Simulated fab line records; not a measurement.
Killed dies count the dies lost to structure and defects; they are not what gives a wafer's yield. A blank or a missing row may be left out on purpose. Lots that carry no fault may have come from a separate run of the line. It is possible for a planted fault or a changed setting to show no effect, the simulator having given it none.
Chamber matching :: flow n5_finfet :: 3 sister chambers for N5_BEOL_M6_PECVD_70 on pecvd-04
The step deposits SiO2 from TEOS/O2, target thk 20 nm, time 22.7 s. 3 wafers are shown with their chamber, then 7 later ones without.

## EACH WAFER AND ITS CHAMBER
wafer: L084.6
chamber: 1
showerhead_plenum_p_Torr (Torr): 8.87

wafer: L090.3
chamber: 2
showerhead_plenum_p_Torr (Torr): 8.74

wafer: L090.4
chamber: 0
showerhead_plenum_p_Torr (Torr): 8.71

## WAFERS WITH NO CHAMBER GIVEN
wafer: L090.5
showerhead_plenum_p_Torr (Torr): 8.89

wafer: L089.1
showerhead_plenum_p_Torr (Torr): 8.71

wafer: L089.2
showerhead_plenum_p_Torr (Torr): 8.70

wafer: L089.6
showerhead_plenum_p_Torr (Torr): 8.72

wafer: L092.1
showerhead_plenum_p_Torr (Torr): 8.71

wafer: L092.2
showerhead_plenum_p_Torr (Torr): 8.86

wafer: L092.5
showerhead_plenum_p_Torr (Torr): 8.66

## WHICH CHAMBER EACH WENT THROUGH
wafer: L090.5
from the rows above: 1
in truth: 1

wafer: L089.1
from the rows above: can't be placed: 0 or 2
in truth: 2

wafer: L089.2
from the rows above: can't be placed: 0 or 2
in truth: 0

wafer: L089.6
from the rows above: can't be placed: 0 or 2
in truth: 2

wafer: L092.1
from the rows above: can't be placed: 0 or 2
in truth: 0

wafer: L092.2
from the rows above: 1
in truth: 1

wafer: L092.5
from the rows above: can't be placed: 0 or 2
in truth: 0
Placed correctly: 2 of 7. Cannot be placed on the basis of these rows: 5; the candidates contain the true chamber in 5. Placed wrongly: 0.
How it was worked out, from the rows above alone: a wafer's distance from a chamber is the root of the sum, over the readings, of the square of ((its reading less the chamber's mean) divided by the reading's scatter). If the next closest chamber is less than 2 further off than the closest, the wafer can't be placed; otherwise it belongs to the closest. For every chamber, the mean is computed from those of its wafers that are shown. The scatter: with one shown wafer a chamber, the root of the mean of the squares of how far each hidden wafer lies from its nearest shown one.
